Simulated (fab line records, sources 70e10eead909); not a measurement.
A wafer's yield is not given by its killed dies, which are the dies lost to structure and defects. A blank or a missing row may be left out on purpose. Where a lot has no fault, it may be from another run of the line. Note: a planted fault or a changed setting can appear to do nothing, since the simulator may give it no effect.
Chamber matching | flow nand-harc | 3 sister chambers for NHARC_P_M0_PRE_CLEAN_31 on pecvd-04
The step time 12 s. 3 wafers are shown with their chamber, then 12 later ones without.

EACH WAFER AND ITS CHAMBER
wafer  | chamber | heater-power-w (W)
L089.2 | 2       | 572
L089.4 | 1       | 764
L089.5 | 0       | 594

WAFERS MISSING THEIR CHAMBER
wafer  | heater-power-w (W)
L092.1 | 618
L092.4 | 622
L092.6 | 673
L094.1 | 568
L094.3 | 552
L094.6 | 547
L095.3 | 755
L095.4 | 649
L095.5 | 764
L097.3 | 561
L097.4 | 574
L097.6 | 556

WHICH CHAMBER EACH WENT THROUGH
wafer  | from the rows above          | in truth
L092.1 | can't be placed: 0 or 2      | 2
L092.4 | can't be placed: 0 or 2      | 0
L092.6 | can't be placed: 0 or 1 or 2 | 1
L094.1 | can't be placed: 2 or 0      | 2
L094.3 | can't be placed: 2 or 0      | 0
L094.6 | can't be placed: 2 or 0      | 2
L095.3 | 1                            | 1
L095.4 | can't be placed: 0 or 2 or 1 | 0
L095.5 | 1                            | 1
L097.3 | can't be placed: 2 or 0      | 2
L097.4 | can't be placed: 2 or 0      | 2
L097.6 | can't be placed: 2 or 0      | 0
Placed correctly: 2 of 12. Not placeable from these rows: 10 (in 10, the candidates include the true chamber). Number placed wrongly: 0.
How it was worked out, from the rows above alone: a wafer's distance from a chamber is the root of the sum, over the readings, of the square of ((its reading less the chamber's mean) divided by the reading's scatter). The wafer belongs to the nearest chamber; if the next one is less than 2 further off, it can't be placed. Each chamber's mean is taken over the wafers shown for it. The scatter: with one shown wafer a chamber, the root of the mean of the squares of how far each hidden wafer lies from its nearest shown one.
